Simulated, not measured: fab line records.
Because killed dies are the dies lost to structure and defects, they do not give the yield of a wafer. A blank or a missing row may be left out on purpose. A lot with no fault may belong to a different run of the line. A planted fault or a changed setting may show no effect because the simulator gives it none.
Matching of chambers	flow n5Finfet	N5_BEOL_M8_CURE_75 on uvCure-03 has 3 sister chambers
The step cures SiCOH lowk, time 120 s. 5 wafers are shown with their chamber, then 8 later ones without.

## EACH WAFER AND ITS CHAMBER
wafer	chamber	wafer_temp_C_max	lampPowerPct (%)
L075.2	2	371.4	52.28
L075.6	2	370.9	52.36
L088.3	0	371.0	52.35
L088.6	0	371.3	52.22
L094.1	1	371.4	52.27

## WAFERS MISSING THEIR CHAMBER
wafer	wafer_temp_C_max	lampPowerPct (%)
L094.3	371.7	52.28
L094.4	371.9	52.31
L093.2	371.1	52.31
L093.4	370.5	52.32
L093.6	371.6	52.31
L095.2	372.2	52.30
L095.5	372.0	52.30
L095.6	371.9	52.35

## THE CHAMBER EACH PASSED THROUGH
wafer	from the rows above	in truth
L094.3	can't be placed: 1 or 0 or 2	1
L094.4	can't be placed: 1 or 2 or 0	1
L093.2	can't be placed: 2 or 0 or 1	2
L093.4	can't be placed: 2 or 0 or 1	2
L093.6	can't be placed: 1 or 2 or 0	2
L095.2	can't be placed: 1 or 0 or 2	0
L095.5	can't be placed: 1 or 0 or 2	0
L095.6	can't be placed: 1 or 2 or 0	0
0 of 8 placed correctly. Not placeable from these rows: 8 (in 8, the candidates include the true chamber). Placed wrongly: 0.
How it was worked out, from the rows above alone: a wafer's distance from a chamber is the root of the sum, over the readings, of the square of ((its reading less the chamber's mean) divided by the reading's scatter). If the next closest chamber is less than 2 further off than the closest, the wafer can't be placed; otherwise it belongs to the closest. A chamber's mean is the mean of its shown wafers. How the scatter is found: for the shown wafers, subtract from each reading the mean of its chamber, square and add these, divide the total by (wafers less chambers), then take the root.
